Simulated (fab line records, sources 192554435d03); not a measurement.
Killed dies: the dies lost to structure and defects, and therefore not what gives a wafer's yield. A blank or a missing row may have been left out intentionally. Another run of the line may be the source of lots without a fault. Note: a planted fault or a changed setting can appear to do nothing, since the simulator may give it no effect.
2 desks looking at one fault + flow n5 finfet + each desk has only its own numbers; what lay behind them comes last

AT THE METROLOGY DESK
Means of the sampled wafers that have a number, per lot and without regard to the tool the lot ran on: this is what the gauges read. Any lot whose mean is over 4 standard deviations away from the usual mean is out of limits and marked OUT; that distance is given in the brackets.
Columns: A = V14_OVL at N5_BEOL_M15_OVL_MEAS_11, usual -1 nm
| lot  | first seen here | A             |
|------|-----------------|---------------|
| L550 | day 11 06:36    | 4             |
| L552 | day 11 20:46    | 4             |
| L555 | day 12 13:52    | 33 (+7.8) OUT |
| L557 | day 12 14:20    | -4            |
| L556 | day 12 20:55    | 44 (+10) OUT  |
| L559 | day 12 21:35    | 41 (+9.5) OUT |
| L561 | day 14 12:23    | -2            |
| L565 | day 14 21:13    | 2             |
| L566 | day 15 13:06    | -5            |
| L567 | day 15 13:22    | 4             |
| L568 | day 15 21:15    | 1             |
Finding of this desk: L555, L556, L559 out of limits, first seen on L555 at day 12 13:52 (V14_OVL at N5_BEOL_M15_OVL_MEAS_11). Within limits: L550, L552, L557, L561, L565, L566, L567, L568.

AT THE TOOL OWNER'S DESK: krf scanner-02
The tool's own readings at N5_BEOL_M15_EXPOSE_07 (exposes mask V14): means of the sampled wafers that have a number, for each lot that ran on this tool. Any lot whose mean is over 4 standard deviations away from the usual mean is out of limits and marked OUT; that distance is given in the brackets.
Columns: A = exposure dose mJ cm2 at N5_BEOL_M15_EXPOSE_07, usual 41.20
| lot  | first seen here | A     |
|------|-----------------|-------|
| L550 | day 11 06:23    | 41.27 |
| L552 | day 11 20:34    | 41.21 |
| L555 | day 12 13:40    | 41.24 |
| L556 | day 12 20:44    | 41.23 |
| L559 | day 12 21:22    | 41.17 |
This desk found nothing out of limits on any of the 5 lots.

BROUGHT TOGETHER
An alarm was possible from the metrology desk at day 12 13:52, on L555, L556, L559.
The desk of the tool owner found nothing out of limits.
On record at the tool owner's desk: L555, L556, L559, within its limits.
The lots listed all ran N5_BEOL_M15_EXPOSE_07 on krf scanner-02.

WHAT THE SIMULATOR HAD PUT IN
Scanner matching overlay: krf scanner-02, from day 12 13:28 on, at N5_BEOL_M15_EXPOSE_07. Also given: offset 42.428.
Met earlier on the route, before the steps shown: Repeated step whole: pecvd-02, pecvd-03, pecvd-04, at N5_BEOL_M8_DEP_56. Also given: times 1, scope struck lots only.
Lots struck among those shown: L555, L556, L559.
Per desk, hours elapsed from the start of the fault to the first reading out of limits: for the metrology desk, 0.
